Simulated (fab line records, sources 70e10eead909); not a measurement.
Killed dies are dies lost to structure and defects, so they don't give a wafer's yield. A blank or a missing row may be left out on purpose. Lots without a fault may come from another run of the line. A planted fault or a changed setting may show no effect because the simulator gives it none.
Chamber matching | flow nand_harc | NHARC_P_GATE_DESCUM_93 on rie_diel-01: 4 sister chambers
The step chemistry O2, time 3 s. 14 wafers are shown with their chamber, then 7 later ones without.

WAFERS WITH THEIR CHAMBER
wafer  | chamber | oes_product_au (a.u.) | throttle_valve_pct (%) | rf_vpp_V (V)
L301.2 | 3       | 1.002                 | 11.292                 | 57.4
L301.3 | 0       | 0.997                 | 11.309                 | 57.9
L301.5 | 3       | 1.000                 | 11.308                 | 57.9
L305.2 | 1       | 1.005                 | 11.308                 | 56.8
L305.4 | 2       | 1.027                 | 11.297                 | 57.4
L305.6 | 1       | 1.009                 | 11.330                 | 57.0
L306.3 | 1       | 1.001                 | 11.316                 | 58.8
L306.4 | 2       | 1.022                 | 11.307                 | 57.9
L306.6 | 1       | 1.001                 | 11.311                 | 58.2
L308.2 | 0       | 1.003                 | 11.308                 | 58.6
L308.5 | 3       | 1.004                 | 11.305                 | 57.1
L308.6 | 2       | 1.017                 | 11.301                 | 58.5
L315.2 | 1       | 1.015                 | 11.297                 | 57.4
L315.3 | 2       | 1.016                 | 11.303                 | 58.8

SIGNATURES (means of the wafers above)
reading            | chamber 0 | chamber 1 | chamber 2 | chamber 3 | scatter within a chamber
oes_product_au     | 1.00000   | 1.00620   | 1.02050   | 1.00200   | 0.00494
throttle_valve_pct | 11.30850  | 11.31240  | 11.30200  | 11.30167  | 0.00882
rf_vpp_V           | 58.250    | 57.640    | 58.150    | 57.467    | 0.676
Rule: a wafer's distance from a chamber is the root of the sum, over the readings, of the square of ((its reading less the chamber's mean) divided by the reading's scatter). The wafer belongs to the nearest chamber; if the next one is less than 2 further off, it can't be placed. The scatter: the root of (the sum of the squares of (reading less its chamber's mean) over the shown wafers, divided by (wafers less chambers)).

WAFERS WITHOUT THEIR CHAMBER
wafer  | oes_product_au (a.u.) | throttle_valve_pct (%) | rf_vpp_V (V)
L315.6 | 1.001                 | 11.298                 | 56.3
L317.2 | 1.012                 | 11.314                 | 56.8
L317.3 | 0.997                 | 11.293                 | 55.8
L317.6 | 1.000                 | 11.323                 | 57.8
L323.2 | 1.014                 | 11.306                 | 57.0
L323.5 | 1.016                 | 11.315                 | 58.5
L323.6 | 1.014                 | 11.302                 | 57.8

WHICH CHAMBER EACH WENT THROUGH
wafer  | from the rows above               | in truth
L315.6 | can't be placed: 3 or 1 or 0      | 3
L317.2 | can't be placed: 1 or 3 or 2 or 0 | 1
L317.3 | can't be placed: 3 or 1 or 0      | 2
L317.6 | can't be placed: 1 or 0 or 3      | 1
L323.2 | can't be placed: 1 or 2 or 3 or 0 | 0
L323.5 | can't be placed: 2 or 1 or 0 or 3 | 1
L323.6 | can't be placed: 2 or 1 or 3 or 0 | 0
Placed correctly: 0 of 7. Can't be placed from these rows: 7 (the true chamber is among the candidates in 6). Placed wrongly: 0.
